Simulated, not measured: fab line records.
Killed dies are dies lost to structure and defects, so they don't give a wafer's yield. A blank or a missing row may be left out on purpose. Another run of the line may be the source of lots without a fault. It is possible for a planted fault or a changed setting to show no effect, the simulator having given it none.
Which tool is to blame?	flow n5Finfet	Sampling: 24 lots, 72 wafers, 6 of 1938 route steps

## WHAT THE GAUGES READ, wafer by wafer
The record holds no reading of a measuring or inspecting step that can be judged against a usual standard deviation.

## WHICH TOOL RAN EACH LOT (tool, then ch and the chambers of the sampled wafers, then the start)
lot	N5_GATE_CUT_SAC_CAP_01	N5_GATE_CUT_HM_OPEN_40	N5_GATE_CUT_ALD_22	N5_GATE_CUT_CMP_43	N5_MOL_CONTACT_COAG_TI_SIL_19	N5_MOL_CONTACT_COAG_PRE_CLEAN_142
L074	aldSin-04 ch 0,2,3, day 4 09:52	rieDiel-02 ch 1,2,3, day 4 13:05	aldSin-04 ch 1,2,3, day 4 13:45	cmp-02 ch 0,1,2, day 4 15:39	pvdSputter-03, day 4 18:13	pvdSputter-02, day 4 22:09
L075	aldSin-03 ch 0,1,2, day 4 14:47	rieDiel-05 ch 0,1,3, day 4 18:08	aldSin-03 ch 1,2,3, day 4 19:28	cmp-04 ch 0,1,3, day 4 21:16	pvdSputter-03, day 5 00:40	pvdSputter-02, day 5 04:27
L076	aldSin-04 ch 0,1,3, day 5 01:44	rieDiel-05 ch 1,2,3, day 5 04:58	aldSin-01 ch 0,1,3, day 5 07:04	cmp-04 ch 0,2,3, day 5 08:57	pvdSputter-02, day 5 11:10	pvdSputter-03, day 5 14:16
L077	aldSin-03 ch 1,2,3, day 5 05:29	rieDiel-05 ch 1,2,3, day 5 08:56	aldSin-04 ch 0,2,3, day 5 09:37	cmp-02 ch 0,1,3, day 5 11:52	pvdSputter-02, day 5 14:03	pvdSputter-02, day 5 17:50
L078	aldSin-04 ch 0,1,3, day 5 12:34	rieDiel-05 ch 1,2,3, day 5 15:47	aldSin-04 ch 0,1,2, day 5 16:28	cmp-04 ch 0,2,3, day 5 18:29	pvdSputter-03, day 5 21:12	pvdSputter-01, day 6 00:43
L079	aldSin-01 ch 1,2,3, day 5 22:58	rieDiel-02 ch 0,2,3, day 6 02:32	aldSin-01 ch 0,1,3, day 6 03:13	cmp-03 ch 0,2,3, day 6 05:02	pvdSputter-02, day 6 07:17	pvdSputter-02, day 6 12:34
L080	aldSin-04 ch 1,2, day 6 00:28	rieDiel-02 ch 0,1, day 6 03:41	aldSin-03 ch 0,3, day 6 04:22	cmp-04 ch 0,3, day 6 06:16	pvdSputter-01, day 6 10:09	pvdSputter-03, day 6 13:01
L081	aldSin-03 ch 0,1,2, day 6 06:47	rieDiel-05 ch 2,3, day 6 10:08	aldSin-01 ch 0,2,3, day 6 10:49	cmp-02 ch 0,2,3, day 6 12:42	pvdSputter-01, day 6 14:47	pvdSputter-03, day 6 18:28
L082	aldSin-03 ch 1,2, day 6 11:21	rieDiel-03 ch 0,1,2, day 6 14:42	aldSin-04 ch 1,2, day 6 15:38	cmp-03 ch 0,1, day 6 17:26	pvdSputter-02, day 6 19:58	pvdSputter-03, day 7 02:32
L083	aldSin-04 ch 1,2,3, day 6 17:31	rieDiel-05 ch 0,1, day 6 20:49	aldSin-03 ch 0,1,3, day 6 21:30	cmp-02 ch 0,3, day 6 23:19	pvdSputter-01, day 7 02:26	pvdSputter-03, day 7 08:05
L084	aldSin-04 ch 2,3, day 7 00:47	rieDiel-03 ch 0,1, day 7 04:09	aldSin-03 ch 1,3, day 7 04:58	cmp-02 ch 1,2,3, day 7 06:56	pvdSputter-02, day 7 09:17	pvdSputter-03, day 7 13:12
L086	aldSin-04 ch 0,1,3, day 7 13:01	rieDiel-02 ch 1,2, day 7 16:33	aldSin-04 ch 0,3, day 7 17:47	cmp-04 ch 0,1, day 7 19:40	pvdSputter-03, day 7 22:49	pvdSputter-03, day 8 03:13
L085	aldSin-01 ch 0,2,3, day 7 14:12	rieDiel-02 ch 0,2, day 7 17:25	aldSin-03 ch 0,1, day 7 18:06	cmp-03 ch 0,1, day 7 20:02	pvdSputter-02, day 7 22:49	pvdSputter-03, day 8 02:46
L087	aldSin-03 ch 0,3, day 7 15:49	rieDiel-02 ch 0,2,3, day 7 19:09	aldSin-04 ch 0,1, day 7 19:50	cmp-02 ch 0,1, day 7 21:43	pvdSputter-01, day 7 23:46	pvdSputter-01, day 8 04:32
L088	aldSin-03 ch 1,2,3, day 7 23:41	rieDiel-02 ch 0,1,3, day 8 02:55	aldSin-03 ch 0,1,2, day 8 03:35	cmp-04 ch 0,1,3, day 8 05:24	pvdSputter-01, day 8 07:50	pvdSputter-03, day 8 11:20
L089	aldSin-04 ch 0,2, day 8 05:16	rieDiel-02 ch 0,1,3, day 8 08:42	aldSin-04 ch 0,1,2, day 8 09:22	cmp-03 ch 0,2, day 8 11:11	pvdSputter-03, day 8 14:31	pvdSputter-01, day 8 18:03
L091	aldSin-04 ch 0,1, day 8 14:27	rieDiel-03 ch 1,2, day 8 17:46	aldSin-01 ch 1,2,3, day 8 18:27	cmp-02 ch 2,3, day 8 20:24	pvdSputter-03, day 8 22:35	pvdSputter-01, day 9 02:15
L090	aldSin-04 ch 0,2,3, day 8 16:37	rieDiel-03 ch 0,2,3, day 8 19:50	aldSin-04 ch 1,2,3, day 8 20:37	cmp-02 ch 1,2, day 8 22:26	pvdSputter-02, day 9 00:31	pvdSputter-02, day 9 07:33
L092	aldSin-01 ch 0,1,3, day 9 00:29	rieDiel-02 ch 0,1,2, day 9 04:01	aldSin-01 ch 0,1,3, day 9 04:41	cmp-04 ch 0,1,2, day 9 06:31	pvdSputter-01, day 9 09:00	pvdSputter-03, day 9 14:55
L093	aldSin-04 ch 0,2,3, day 9 03:28	rieDiel-03 ch 0,1,3, day 9 06:48	aldSin-01 ch 0,1,3, day 9 07:29	cmp-02 ch 0,1,3, day 9 09:22	pvdSputter-02, day 9 11:30	pvdSputter-02, day 9 15:04
L094	aldSin-03 ch 0,1, day 9 07:37	rieDiel-02 ch 1,2,3, day 9 10:52	aldSin-04 ch 1,3, day 9 11:49	cmp-02 ch 1,3, day 9 13:42	pvdSputter-02, day 9 15:37	pvdSputter-01, day 9 18:58
L095	aldSin-01 ch 2,3, day 9 13:56	rieDiel-02 ch 0,1, day 9 17:24	aldSin-04 ch 0,1,3, day 9 18:05	cmp-04 ch 0,2,3, day 9 19:53	pvdSputter-02, day 9 22:10	pvdSputter-01, day 10 02:28
L096	aldSin-03 ch 0,2, day 9 23:34	rieDiel-02 ch 0,1, day 10 02:57	aldSin-04 ch 0,1,3, day 10 03:43	cmp-02 ch 1,3, day 10 05:32	pvdSputter-02, day 10 07:41	pvdSputter-01, day 10 13:10
L097	aldSin-01 ch 0,1, day 10 03:11	rieDiel-02 ch 0,1, day 10 06:26	aldSin-04 ch 1,3, day 10 07:07	cmp-04 ch 0,1,3, day 10 08:56	pvdSputter-03, day 10 11:22	pvdSputter-03, day 10 16:23
- N5_GATE_CUT_SAC_CAP_01: material SiNx, target thk 24 nm, pulse time 1 s, ald cycles 480.
- N5_GATE_CUT_HM_OPEN_40: chemistry C4F6/O2, target SiO2, target depth 139 nm, time 85.1 s.
- N5_GATE_CUT_ALD_22: deposits SiNx, target thk 16 nm, pulse time 1 s, ald cycles 320.
- N5_GATE_CUT_CMP_43: polishes SiO2.
- N5_MOL_CONTACT_COAG_TI_SIL_19: material Ti, target thk 4.2 nm, time 15 s.
- N5_MOL_CONTACT_COAG_PRE_CLEAN_142: time 60 s.

## WHAT THE TOOLS THEMSELVES READ (means of the sampled wafers that have a number; where no wafer has one, the mark that the record gives instead)
N5_GATE_CUT_SAC_CAP_01. Usual: chamberPressureTorr 2.000 Torr, standard deviation 0.004; heaterPowerOuterW 502 W, standard deviation 52; heaterPowerW 837 W, standard deviation 72; precursorPulseHeightRel 1.000, standard deviation 0.019.
lot	tool	chamberPressureTorr (Torr)	heaterPowerOuterW (W)	heaterPowerW (W)	precursorPulseHeightRel	flag
L074	aldSin-04	2.001	523	831	1.000	
L075	aldSin-03	2.001	502	830	0.976	
L076	aldSin-04	2.000	500	825	1.007	
L077	aldSin-03	2.000	518	839	1.008	
L078	aldSin-04	2.000	493	815	0.997	
L079	aldSin-01	1.999	472	819	1.001	
L080	aldSin-04	2.000	473	862	0.988	
L081	aldSin-03	1.999	508	830	0.996	
L082	aldSin-03	2.000	552	871	1.005	
L083	aldSin-04	1.999	496	847	0.998	
L084	aldSin-04	2.002	527	884	1.009	
L086	aldSin-04	2.001	497	829	1.001	
L085	aldSin-01	1.998	502	855	0.998	
L087	aldSin-03	2.000	455	758	0.997	
L088	aldSin-03	2.001	509	843	0.995	
L089	aldSin-04	2.002	551	855	1.004	
L091	aldSin-04	2.000	489	823	0.995	
L090	aldSin-04	2.000	525	842	0.999	
L092	aldSin-01	1.999	504	895	0.997	
L093	aldSin-04	2.000	528	836	0.999	
L094	aldSin-03	2.001	451	759	0.972	
L095	aldSin-01	2.006	442	797	0.987	
L096	aldSin-03	1.998	466	765	1.009	
L097	aldSin-01	2.000	558	943	0.989	

N5_GATE_CUT_HM_OPEN_40. Usual: biasW 185.0 W (standard deviation 0.53); drypumpMotorCurrentA 5.6 A (standard deviation 0.42); etchRfOnTimeS 93.8 s (standard deviation 1.7); oesProductAu 0.72 a.u. (standard deviation 0.072); rfVppV 666 V (standard deviation 12); showerheadPlenumPTorr 2.88 Torr (standard deviation 0.082); throttleValvePct 20.86 % (standard deviation 0.25).
lot	tool	biasW (W)	drypumpMotorCurrentA (A)	etchRfOnTimeS (s)	oesProductAu (a.u.)	rfVppV (V)	showerheadPlenumPTorr (Torr)	throttleValvePct (%)	flag
L074	rieDiel-02	184.8	5.4	91.6	0.76	668	2.90	20.81	
L075	rieDiel-05	184.9	5.7	94.0	0.67	659	2.84	21.04	
L076	rieDiel-05	185.1	5.6	92.9	0.66	662	2.80	20.99	
L077	rieDiel-05	185.0	5.6	94.6	0.66	661	2.80	21.00	
L078	rieDiel-05	184.9	5.6	92.4	0.67	662	2.80	21.01	
L079	rieDiel-02	185.1	5.6	92.8	0.74	669	2.94	20.75	
L080	rieDiel-02	184.6	5.7	92.7	0.86	677	2.98	20.45	
L081	rieDiel-05	185.5	5.8	92.7	0.68	659	2.74	21.12	
L082	rieDiel-03	184.8	5.2	95.4	0.70	657	2.89	20.92	
L083	rieDiel-05	185.1	5.5	95.9	0.64	662	2.90	20.95	
L084	rieDiel-03	184.9	5.5	93.2	0.74	657	2.87	20.77	
L086	rieDiel-02	185.1	5.3	93.0	0.76	666	2.87	20.73	
L085	rieDiel-02	184.5	5.4	92.3	0.75	659	2.89	20.79	
L087	rieDiel-02	185.0	5.6	93.4	0.74	669	2.93	20.78	
L088	rieDiel-02	184.5	5.7	93.4	0.77	678	2.95	20.66	
L089	rieDiel-02	185.0	5.7	93.8	0.76	677	2.95	20.66	
L091	rieDiel-03	184.9	5.0	93.6	0.82	658	2.91	20.86	
L090	rieDiel-03	185.4	5.2	95.4	0.73	658	2.87	20.88	
L092	rieDiel-02	185.1	5.5	93.2	0.76	667	2.91	20.68	
L093	rieDiel-03	184.7	5.4	97.0	0.69	659	2.85	20.86	
L094	rieDiel-02	185.0	5.5	94.0	0.71	667	2.89	20.86	
L095	rieDiel-02	184.6	5.7	92.9	0.79	677	2.97	20.48	
L096	rieDiel-02	184.7	5.6	94.0	0.78	677	2.92	20.56	
L097	rieDiel-02	185.0	5.6	92.6	0.79	676	2.92	20.57	

N5_GATE_CUT_ALD_22. Usual: chamberPressureTorr 2.000 Torr, standard deviation 0.0043; heaterPowerOuterW 502 W, standard deviation 53; heaterPowerW 836 W, standard deviation 69; precursorPulseHeightRel 1.004, standard deviation 0.021.
lot	tool	chamberPressureTorr (Torr)	heaterPowerOuterW (W)	heaterPowerW (W)	precursorPulseHeightRel	flag
L074	aldSin-04	2.002	489	851	1.003	
L075	aldSin-03	1.999	515	824	1.001	
L076	aldSin-01	2.000	506	873	1.025	
L077	aldSin-04	1.999	528	832	1.001	
L078	aldSin-04	1.999	515	858	1.014	
L079	aldSin-01	1.998	505	895	0.995	
L080	aldSin-03	1.999	438	755	0.993	
L081	aldSin-01	1.999	501	838	0.995	
L082	aldSin-04	2.005	482	848	1.005	
L083	aldSin-03	1.997	501	807	0.995	
L084	aldSin-03	2.002	552	889	1.011	
L086	aldSin-04	1.999	511	801	0.993	
L085	aldSin-03	2.003	530	877	1.003	
L087	aldSin-04	2.001	516	831	0.987	
L088	aldSin-03	1.997	509	824	1.015	
L089	aldSin-04	2.000	518	853	1.009	
L091	aldSin-01	1.998	463	813	1.006	
L090	aldSin-04	1.999	495	852	1.000	
L092	aldSin-01	1.998	501	886	0.987	
L093	aldSin-01	2.000	506	872	1.000	
L094	aldSin-04	1.997	472	797	0.992	
L095	aldSin-04	2.000	501	820	1.020	
L096	aldSin-04	2.000	498	815	1.014	
L097	aldSin-04	2.004	480	786	1.002	

N5_GATE_CUT_CMP_43. Usual: motorCurrentA 12.0 A, standard deviation 1.2; retainingRingPressureFrac 0.999, standard deviation 0.0049; slurryFlowMlMin 150.0, standard deviation 0.45.
lot	tool	motorCurrentA (A)	retainingRingPressureFrac	slurryFlowMlMin	flag
L074	cmp-02	12.2	0.999	149.5	
L075	cmp-04	10.8	0.998	150.4	
L076	cmp-04	11.9	0.999	150.0	
L077	cmp-02	12.9	1.001	149.8	
L078	cmp-04	12.3	1.006	150.2	
L079	cmp-03	12.2	1.001	150.1	
L080	cmp-04	11.5	0.997	149.8	
L081	cmp-02	12.1	0.997	150.3	
L082	cmp-03	11.0	0.997	150.0	
L083	cmp-02	12.6	1.005	150.0	
L084	cmp-02	12.2	0.998	150.4	
L086	cmp-04	10.6	1.000	150.3	
L085	cmp-03	10.8	0.994	150.0	
L087	cmp-02	12.5	0.999	150.2	
L088	cmp-04	11.0	1.000	150.5	
L089	cmp-03	12.4	0.995	149.6	
L091	cmp-02	11.8	1.001	149.9	
L090	cmp-02	11.8	1.003	149.6	
L092	cmp-04	11.9	0.996	150.0	
L093	cmp-02	12.5	0.999	149.7	
L094	cmp-02	12.9	0.997	150.1	
L095	cmp-04	12.3	1.003	150.2	
L096	cmp-02	12.7	0.998	149.9	
L097	cmp-04	11.0	1.000	150.0	

N5_MOL_CONTACT_COAG_TI_SIL_19. Usual: substrateTempC 199.99 C, standard deviation 0.16; throttleValvePct 29.9 %, standard deviation 1.1.
lot	tool	substrateTempC (C)	throttleValvePct (%)	flag
L074	pvdSputter-03	200.15	30.0	
L075	pvdSputter-03	199.89	29.7	
L076	pvdSputter-02	200.16	29.5	
L077	pvdSputter-02	200.17	29.8	
L078	pvdSputter-03	200.04	29.5	
L079	pvdSputter-02	200.04	29.4	
L080	pvdSputter-01	200.11	30.1	
L081	pvdSputter-01	199.89	30.5	
L082	pvdSputter-02	199.97	29.4	
L083	pvdSputter-01	199.92	30.4	
L084	pvdSputter-02	199.93	29.5	
L086	pvdSputter-03	199.91	29.8	
L085	pvdSputter-02	200.21	29.4	
L087	pvdSputter-01	200.00	30.6	
L088	pvdSputter-01	200.03	30.3	
L089	pvdSputter-03	199.93	29.9	
L091	pvdSputter-03	200.04	28.9	
L090	pvdSputter-02	200.04	29.3	
L092	pvdSputter-01	199.83	30.4	
L093	pvdSputter-02	199.89	30.3	
L094	pvdSputter-02	200.03	29.4	
L095	pvdSputter-02	200.06	29.4	
L096	pvdSputter-02	200.10	30.3	
L097	pvdSputter-03	200.06	30.4	

N5_MOL_CONTACT_COAG_PRE_CLEAN_142. Usual: 489 W for heaterPowerW, sd 71.
lot	tool	heaterPowerW (W)	flag
L074	pvdSputter-02	470	
L075	pvdSputter-02	479	
L076	pvdSputter-03	498	
L077	pvdSputter-02	485	
L078	pvdSputter-01	484	
L079	pvdSputter-02	500	
L080	pvdSputter-03	497	
L081	pvdSputter-03	525	
L082	pvdSputter-03	525	
L083	pvdSputter-03	520	
L084	pvdSputter-03	519	
L086	pvdSputter-03	539	
L085	pvdSputter-03	575	
L087	pvdSputter-01	490	
L088	pvdSputter-03	448	
L089	pvdSputter-01	433	
L091	pvdSputter-01	425	
L090	pvdSputter-02	498	
L092	pvdSputter-03	511	
L093	pvdSputter-02	489	
L094	pvdSputter-01	498	
L095	pvdSputter-01	475	
L096	pvdSputter-01	486	
L097	pvdSputter-03	508	

## THE ANSWER, worked out from the rows above alone
Rule: lot off if the mean of its wafers having a number is beyond 3 standard deviations from the usual mean. Also off: a lot with no number at a reading for which 4 or more lots have one. Where the step has rows for the other lots, those lots are counted as sound. The gauges are gone through in route order, then the tools' own readings, and for those a lot's mean is taken as printed above. The first step at which some lot is off is used, and at that step the reading that is off furthest; a lot without a number counts as furthest.
No lot is off on any of the readings shown, so nothing can be concluded from this.

## WHAT THE SIMULATOR PUT IN
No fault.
